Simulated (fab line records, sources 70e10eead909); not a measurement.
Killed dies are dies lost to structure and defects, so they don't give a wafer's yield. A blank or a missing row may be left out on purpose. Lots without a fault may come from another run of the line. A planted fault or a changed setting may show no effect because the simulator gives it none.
Which tool did it? | flow nand_harc | 11 lots, 33 wafers sampled, at 4 steps of a route of 1302

WHAT THE GAUGES READ, wafer by wafer
NHARC_A_BLC_INSPECT_12.
lot  | measured     | on                | raw_defect_count
L075 | day 23 08:27 | defect_inspect-02 | 63 54 72
L076 | day 23 15:33 | defect_inspect-01 | 105 95 100
L079 | day 24 23:25 | defect_inspect-02 | 44 72 55
L080 | day 25 10:26 | defect_inspect-02 | 150 146 159
L082 | day 25 20:41 | defect_inspect-01 | 66 73 66
L085 | day 26 15:32 | defect_inspect-01 | 95 83 71
L087 | day 28 01:32 | defect_inspect-01 | 103 104 109
L088 | day 28 21:29 | defect_inspect-02 | 61 70 71
L093 | day 31 04:38 | defect_inspect-01 | 88 77 91
L095 | day 31 13:17 | defect_inspect-02 | 26 23 33
L097 | day 32 11:57 | defect_inspect-01 | 129 134 147

WHICH TOOL RAN EACH LOT (tool, then ch and the chambers of the sampled wafers, then the start)
lot  | NHARC_A_CONTACT_ETCH_77                       | NHARC_A_CONTACT_DESCUM_13          | NHARC_A_CONTACT_ETCH_110
L075 | rie_diel-02 ch 1,2, day 23 01:32 or earlier   | rie_diel-11 ch 1,3, day 23 01:32   | rie_diel-09 ch 2,3, day 23 05:38
L076 | rie_diel-09 ch 0,2, day 23 08:47 or earlier   | rie_diel-09 ch 1,2, day 23 08:47   | rie_diel-02 ch 0,1, day 23 12:47
L079 | rie_diel-02 ch 0,1,2, day 24 17:04 or earlier | rie_diel-09 ch 1,2, day 24 17:04   | rie_diel-09 ch 0,1,3, day 24 20:35
L080 | rie_diel-11 ch 1,2, day 25 03:04 or earlier   | rie_diel-09 ch 0,1,3, day 25 03:04 | rie_diel-09 ch 1,3, day 25 07:35
L082 | rie_diel-09 ch 0,1,3, day 25 14:26 or earlier | rie_diel-02 ch 1,2,3, day 25 14:26 | rie_diel-02 ch 0,1,3, day 25 17:55
L085 | rie_diel-02 ch 0,1,2, day 26 09:23 or earlier | rie_diel-09 ch 0,1, day 26 09:23   | rie_diel-09 ch 0,1,3, day 26 12:53
L087 | rie_diel-09 ch 1,3, day 27 19:17 or earlier   | rie_diel-09 ch 0,1,3, day 27 19:17 | rie_diel-11 ch 0,1, day 27 22:46
L088 | rie_diel-09 ch 0,1,3, day 28 15:14 or earlier | rie_diel-09 ch 1,2,3, day 28 15:14 | rie_diel-09 ch 0,2,3, day 28 18:42
L093 | rie_diel-09 ch 0,3, day 30 20:22 or earlier   | rie_diel-09 ch 1,2,3, day 30 20:22 | rie_diel-02 ch 0,1,2, day 31 01:50
L095 | rie_diel-09 ch 1,2,3, day 31 06:08 or earlier | rie_diel-02 ch 0,1, day 31 06:08   | rie_diel-02 ch 0,3, day 31 10:26
L097 | rie_diel-09 ch 0,1, day 32 05:40 or earlier   | rie_diel-09 ch 0,3, day 32 05:40   | rie_diel-09 ch 0,1,3, day 32 09:09
- NHARC_A_CONTACT_ETCH_77: etches the open film in CF4/CHF3, target depth 108.9 nm, time 54.5 s.
- NHARC_A_CONTACT_DESCUM_13: chemistry O2, time 3 s.
- NHARC_A_CONTACT_ETCH_110: etches the open film in CF4/O2, target depth 60 nm, overetch 6 nm, time 33 s.

THE ANSWER, worked out from the rows above alone
Rule: what is usual is taken from the lots themselves. Put in order of their means at a reading, lots are off if they are a third of the lots or fewer, leave a main group of 4 or more, and stand apart from it by a gap of 3 or more times the standard deviation of the main group's means; of several such gaps the widest counts. A main group whose means are all the same, to the digits that the tables above print for the reading, isn't used. A lot without any number at a reading at which 4 lots or more have one is off too. The other lots that the step has rows for count as sound.
No lot is off at any reading shown: from this, nothing can be told.

WHAT THE SIMULATOR HAD PUT IN
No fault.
